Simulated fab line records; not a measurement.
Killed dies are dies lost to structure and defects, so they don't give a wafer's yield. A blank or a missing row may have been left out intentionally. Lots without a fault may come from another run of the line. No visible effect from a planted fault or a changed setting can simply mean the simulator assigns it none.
Matching of chambers | flow n5 finfet | 4 sister chambers for N5_DUMMY_GATE_ALD_02 on ald sin-03
The step deposits SiO2, target thk 2 nm, pulse time 1 s. 4 wafers are shown with their chamber, then 9 later ones without.

## WAFERS PAIRED WITH THEIR CHAMBERS
wafer  | chamber | heater power w (W)
L082.1 | 2       | 502
L085.1 | 1       | 439
L085.2 | 3       | 485
L085.3 | 0       | 502

## WAFERS WHOSE CHAMBER IS MISSING
wafer  | heater power w (W)
L085.4 | 502
L085.5 | 482
L085.6 | 500
L093.1 | 496
L093.2 | 501
L093.5 | 484
L095.2 | 469
L095.3 | 496
L095.6 | 440

## WHICH CHAMBER EACH WENT THROUGH
wafer  | from the rows above          | in truth
L085.4 | can't be placed: 0 or 2      | 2
L085.5 | 3                            | 3
L085.6 | can't be placed: 0 or 2      | 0
L093.1 | can't be placed: 0 or 2 or 3 | 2
L093.2 | can't be placed: 0 or 2      | 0
L093.5 | 3                            | 3
L095.2 | 3                            | 3
L095.3 | can't be placed: 0 or 2 or 3 | 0
L095.6 | 1                            | 1
Correct placement for 4 of the 9. These rows do not allow placing 5 (true chamber among the candidates in 5). Placed wrongly: 0.
How it was worked out, from the rows above alone: a wafer's distance from a chamber is the root of the sum, over the readings, of the square of ((its reading less the chamber's mean) divided by the reading's scatter). If the next closest chamber is less than 2 further off than the closest, the wafer can't be placed; otherwise it belongs to the closest. Each chamber's mean is taken over the wafers shown for it. The scatter: root of mean squared gap, hidden wafer to nearest shown wafer, with one shown wafer a chamber.
